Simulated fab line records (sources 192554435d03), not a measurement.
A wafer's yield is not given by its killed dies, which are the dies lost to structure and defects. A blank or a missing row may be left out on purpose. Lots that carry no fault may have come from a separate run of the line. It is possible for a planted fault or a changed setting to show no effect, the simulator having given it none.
Matching of chambers | flow n5 finfet | 4 sister chambers for N5_BEOL_M0_SAQP_MANDREL1_REMOVE_100 on rie si-04
The step chemistry HBr/Cl2/O2, target a-Si, stops on SiNx, bt time 10 s. 16 wafers are shown with their chamber, then 8 later ones without.

== WAFERS PAIRED WITH THEIR CHAMBERS ==
wafer  | chamber | drypump motor current A (A) | throttle valve pct (%) | oes_o_777_au (a.u.)
L074.4 | 0       | 5.5                         | 36.47                  | 0.972
L074.5 | 2       | 6.1                         | 36.93                  | 0.969
L074.6 | 3       | 6.2                         | 36.33                  | 0.997
L075.1 | 3       | 6.2                         | 36.31                  | 0.991
L075.3 | 1       | 4.8                         | 36.85                  | 0.979
L075.6 | 1       | 4.8                         | 36.86                  | 0.978
L077.1 | 2       | 6.0                         | 36.94                  | 0.966
L077.2 | 1       | 4.8                         | 36.88                  | 0.978
L077.5 | 0       | 5.5                         | 36.49                  | 0.969
L084.4 | 3       | 6.2                         | 36.33                  | 0.989
L084.5 | 1       | 4.8                         | 36.86                  | 0.977
L084.6 | 0       | 5.5                         | 36.49                  | 0.969
L090.3 | 0       | 5.5                         | 36.48                  | 0.971
L090.4 | 2       | 6.1                         | 36.78                  | 0.964
L090.6 | 2       | 6.1                         | 36.78                  | 0.956
L091.1 | 2       | 6.0                         | 36.77                  | 0.965

SIGNATURES, as means of the wafers listed above
reading                 | chamber 0 | chamber 1 | chamber 2 | chamber 3 | scatter within a chamber
drypump motor current A | 5.500     | 4.800     | 6.060     | 6.200     | 0.0316
throttle valve pct      | 36.4825   | 36.8625   | 36.8400   | 36.3233   | 0.051
oes_o_777_au            | 0.97025   | 0.97800   | 0.96400   | 0.99233   | 0.00338
Rule: a wafer lies at a distance from a chamber equal to the root of the sum of squares, over the readings, of (its reading less the chamber's mean, divided by the reading's scatter). The wafer belongs to the nearest chamber; if the next one is less than 2 further off, it can't be placed. The scatter: take each reading less its chamber's mean, square it, sum over the shown wafers, divide by the number of wafers less the number of chambers, and take the root.

== WAFERS WITH NO CHAMBER GIVEN ==
wafer  | drypump motor current A (A) | throttle valve pct (%) | oes_o_777_au (a.u.)
L091.2 | 4.8                         | 36.85                  | 0.976
L091.6 | 6.2                         | 36.32                  | 0.983
L095.1 | 5.6                         | 36.49                  | 0.972
L095.4 | 6.1                         | 36.31                  | 0.996
L095.5 | 6.1                         | 36.77                  | 0.965
L097.2 | 4.8                         | 36.86                  | 0.982
L097.3 | 6.1                         | 36.77                  | 0.965
L097.6 | 6.1                         | 36.77                  | 0.966

== CHAMBER TAKEN BY EACH ==
wafer  | from the rows above | in truth
L091.2 | 1                   | 1
L091.6 | 3                   | 3
L095.1 | 0                   | 0
L095.4 | 3                   | 3
L095.5 | 2                   | 2
L097.2 | 1                   | 1
L097.3 | 2                   | 2
L097.6 | 2                   | 2
8 of 8 placed correctly. Can't be placed from these rows: 0. Wrongly placed: 0.
